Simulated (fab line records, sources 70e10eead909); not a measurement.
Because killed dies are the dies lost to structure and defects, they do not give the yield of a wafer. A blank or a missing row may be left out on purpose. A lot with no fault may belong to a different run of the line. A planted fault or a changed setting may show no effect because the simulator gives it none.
A lot that was struck, set against a sound lot || flow nand_harc || 14 steps out of a route of 1159
Sound: these wafers, L424.2, L424.4, L424.6. Struck: wafer L437.4 (left out: L437.1, L437.5 of the same lot, which were not struck); the cause appears at the end.
Each step with rows lists, per side, the tool, then ch with its chambers, then its first start. Under that, the readings that differ: sound wafers || struck wafers || difference of the means || sigmas: that difference in standard deviations of wafers without a fault.
alike: readings whose means differ by less than 2 such deviations, and words and numbers that are the same on both sides. not compared: withheld readings, readings that some wafer has no value for, bounds like >300 that may hide the same value, and numbers for which the record gives no deviation and whose values overlap.
The two part at a step that has a row with sigmas, a row that says differs or no value, or rows on one side only. Numbers that have no deviation but don't overlap get no sigmas and don't part them. Lack of a reading on every wafer of one side parts them only where that side has two or more wafers.

first, 4 steps without rows for these wafers: NHARC_A_STAIRCASE_EXPOSE_181 (exposes mask STAIR 2); NHARC_A_STAIRCASE_PEB_182 (peb time 130 s); NHARC_A_STAIRCASE_DEVELOP_183 (time 140 s); NHARC_A_STAIRCASE_HARDBAKE_185 (time 140 s).
NHARC_A_STAIRCASE_DESCUM_186: chemistry O2, time 3 s.
  sound on rie_diel-06 ch 0,1, day 12 02:59; struck on rie_diel-06 ch 0, day 15 06:57
{"reading": "oes_product_au (a.u.)", "sound": "1.010 1.014 1.014", "struck": 0.983, "difference": -0.030, "sigmas": -3}
  alike: drypump_motor_current_A, rf_vpp_V, showerhead_plenum_p_Torr, throttle_valve_pct
  not compared: rf_hours_counter_h
then, 1 step without rows for these wafers: NHARC_A_STAIRCASE_TRIM_187 (chemistry O2, time 211.2 s).
NHARC_A_STAIRCASE_ETCH_188: etches the open film in C4F8/O2, target depth 100 nm, time 40.5 s.
  sound: rie_diel-06 ch 0,2,3; struck: rie_diel-06 ch 3
  alike: oes_product_au, rf_vpp_V
  not compared: rf_hours_counter_h
NHARC_A_STAIRCASE_TRIM_189: chemistry O2, time 211.2 s.
  sound: rie_diel-06 ch 0,1,2; struck: rie_diel-06 ch 3
{"reading": "oes_product_au (a.u.)", "sound": "1.021 1.019 1.024", "struck": 0.993, "difference": -0.028, "sigmas": -2}
{"reading": "showerhead_plenum_p_Torr (Torr)", "sound": "3.81 3.56 3.42", "struck": 3.29, "difference": -0.31, "sigmas": -2}
  alike: drypump_motor_current_A, rf_vpp_V, run_length_s, throttle_valve_pct
  not compared: rf_hours_counter_h
NHARC_A_STAIRCASE_ETCH_190: etches the open film in C4F8/O2, target depth 100 nm, time 40.5 s.
  sound: rie_diel-06 ch 2,3; struck: rie_diel-06 ch 0
  alike: oes_product_au, rf_vpp_V
  not compared: rf_hours_counter_h
then, 1 step without rows for these wafers: NHARC_A_STAIRCASE_TRIM_191 (chemistry O2, time 211.2 s).
NHARC_A_STAIRCASE_ETCH_192: etches the open film in C4F8/O2, target depth 100 nm, time 40.5 s.
  sound: rie_diel-06 ch 0,2,3; struck: rie_diel-06 ch 3
  alike: oes_product_au, rf_vpp_V
  not compared: rf_hours_counter_h
NHARC_A_STAIRCASE_TRIM_193: chemistry O2, time 211.2 s.
  sound on rie_diel-06 ch 0,2,3, day 12 03:49; struck on rie_diel-06 ch 0, day 15 07:52
{"reading": "run_length_s (s)", "sound": "232.5 232.0 232.3", "struck": 166.9, "difference": -65.4, "sigmas": "-99 or more"}
  alike: drypump_motor_current_A, oes_product_au, rf_vpp_V, showerhead_plenum_p_Torr, throttle_valve_pct
  not compared: rf_hours_counter_h
then, 2 steps without rows for these wafers: NHARC_A_STAIRCASE_ETCH_194 (etches the open film in C4F8/O2, target depth 100 nm, time 40.5 s); NHARC_END_SORT_01.

## WHERE THEY PART
Earliest at NHARC_A_STAIRCASE_DESCUM_186; latest, in this record, at NHARC_A_STAIRCASE_TRIM_193.

WHY: what the simulator had put in
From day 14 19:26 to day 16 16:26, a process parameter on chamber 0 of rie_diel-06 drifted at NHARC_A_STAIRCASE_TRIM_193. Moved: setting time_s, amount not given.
